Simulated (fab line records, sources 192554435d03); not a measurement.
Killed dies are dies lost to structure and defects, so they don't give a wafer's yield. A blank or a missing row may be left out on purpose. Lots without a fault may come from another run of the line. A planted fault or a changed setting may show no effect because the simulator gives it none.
Split-lot experiment | flow n5_finfet | 7 lots, 21 wafers read, on a route of 1938 steps

THE SPLIT
At N5_BEOL_M4_COAT_67 (time 60 s, resist thk 60 nm), the setting spin_rpm was moved away from the recipe's 1500 rpm on 5 of the 21 wafers read, by -10.3% to +10.0%. The other wafers ran this setting at the recipe's value.

FROM THE SPLIT TO THE READING: what the file shows between them, 7 steps
- N5_BEOL_M4_COAT_68: time 60 s, resist thk 12 nm
- N5_BEOL_M4_COAT_76: time 60 s, resist thk 5 nm
- N5_BEOL_M4_ALD_98: deposits SiO2, target thk 2.5 nm, pulse time 1 s, co reactant pulse time 1 s
- N5_BEOL_M4_ETCHBACK_99: etches SiO2 in CHF3, target depth 5 nm, time 10.4 s
- N5_BEOL_M4_ETCH_70: etches SOC in N2/H2, target depth 80 nm, overetch 24 nm, time 130 s
- N5_BEOL_M4_STRIP_71: strips in N2/H2
- N5_BEOL_M4_STRIP_78: strips in N2/H2

THE READING
SOC_of_BEOL_M4_COAT_67.thk_nm (the simulator's own value, which no gauge read), in nm, at N5_BEOL_M4_VIA_ETCH_34 (etches the open film in C4F6/O2, target depth 69.4 nm, time 65.9 s). The file gives no usual value for it. The 16 wafers here that ran the recipe average 51.9 nm, standard deviation 0.2 nm.

wafer  | tool, chamber at the split | spin_rpm as run, rpm | against the recipe | SOC_of_BEOL_M4_COAT_67.thk_nm, nm | against lot-mates on the recipe
L081.1 | litho_track-01, 0          | 1500                 | recipe             | 51.6                              | -
L081.3 | litho_track-01, 0          | 1500                 | recipe             | 51.6                              | -
L081.6 | litho_track-01, 0          | 1650                 | +10.0%             | 49                                | -2.6
L082.1 | litho_track-04, 0          | 1500                 | recipe             | 51.8                              | -
L082.4 | litho_track-04, 0          | 1500                 | recipe             | 51.8                              | -
L082.5 | litho_track-04, 0          | 1500                 | recipe             | 51.8                              | -
L084.3 | litho_track-05, 0          | 1500                 | recipe             | 51.8                              | -
L084.4 | litho_track-05, 0          | 1345                 | -10.3%             | 55                                | +3.2
L084.6 | litho_track-05, 0          | 1345                 | -10.3%             | 55                                | +3.2
L085.1 | litho_track-04, 0          | 1500                 | recipe             | 51.8                              | -
L085.3 | litho_track-04, 0          | 1500                 | recipe             | 52.2                              | -
L085.5 | litho_track-04, 0          | 1500                 | recipe             | 52.2                              | -
L088.4 | litho_track-01, 0          | 1500                 | recipe             | 51.8                              | -
L088.5 | litho_track-01, 0          | 1553                 | +3.5%              | 50.4                              | -1.4
L088.6 | litho_track-01, 0          | 1553                 | +3.5%              | 50.6                              | -1.2
L096.1 | litho_track-04, 0          | 1500                 | recipe             | 52                                | -
L096.2 | litho_track-04, 0          | 1500                 | recipe             | 52.2                              | -
L096.4 | litho_track-04, 0          | 1500                 | recipe             | 52.2                              | -
L097.1 | litho_track-04, 0          | 1500                 | recipe             | 52                                | -
L097.4 | litho_track-04, 0          | 1500                 | recipe             | 52                                | -
L097.5 | litho_track-04, 0          | 1500                 | recipe             | 51.8                              | -

THE FIT
A straight line over all 21 wafers: SOC_of_BEOL_M4_COAT_67.thk_nm changes by -0.304 nm for each +1% of spin_rpm; r = -0.99; the points scatter about the line by 0.22 nm.
The same after taking each lot's own level away (the mean of its wafers on the recipe; 21 wafers): -0.299 nm for each +1%; r = -0.99; scatter 0.16 nm.
On that fit, the largest move of spin_rpm shifts the reading by 3.1 nm.
The lots' own levels span 51.60 to 52.13 nm, that is 2.7 times the standard deviation above.
So the lot-to-lot level changes the slope little: the two slopes agree.
Check: with one of the wafers moved furthest among these (-10.3%) left out of the fit, the line predicts +3.04 nm for it against its lot-mates. It came out at +3.2 nm against them.

OTHER SPLITS ON THESE WAFERS
These wafers also went through other splits before the reading. Each is held against what the fit with the lots' levels taken away leaves over:
other split on the same wafers    | wafers away from the commonest value | r with SOC_of_BEOL_M4_COAT_67.thk_nm (lot level and that fit taken away)
N5_BEOL_M2_TRENCH_ETCH_37 bias_w  | 5                                    | +0.14
N5_BEOL_M3_HM_DEP_02 target_thk_a | 6                                    | -0.23
N5_BEOL_M3_COAT_73 temp_c         | 7                                    | +0.02
N5_BEOL_M4_ETCH_64 bias_w         | 11                                   | -0.25

THE WHOLE CHAIN: every reading that the file lists as answering this split, in the file's order
step                   | what it does                                                        | reading                                                                        | change (the file's fit)               | r (the file's)
N5_BEOL_M4_COAT_67     | time 60 s, resist thk 60 nm                                         | SOC_of_BEOL_M4_COAT_67.thk_nm (the simulator's own value, which no gauge read) | -0.306 nm for each +1% of the setting | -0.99
N5_BEOL_M4_ETCH_70     | etches SOC in N2/H2, target depth 80 nm, overetch 24 nm, time 130 s | etch.depth_nm (the simulator's own value, which no gauge read)                 | -0.303 nm for each +1% of the setting | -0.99
N5_BEOL_M4_VIA_ETCH_34 | etches the open film in C4F6/O2, target depth 69.4 nm, time 65.9 s  | SOC_of_BEOL_M4_COAT_67.thk_nm (the simulator's own value, which no gauge read) | -0.29 nm for each +1% of the setting  | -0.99

THE FILE'S OWN FIT
SOC_of_BEOL_M4_COAT_67.thk_nm changes by -0.29 nm for each +1% of spin_rpm, r = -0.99.
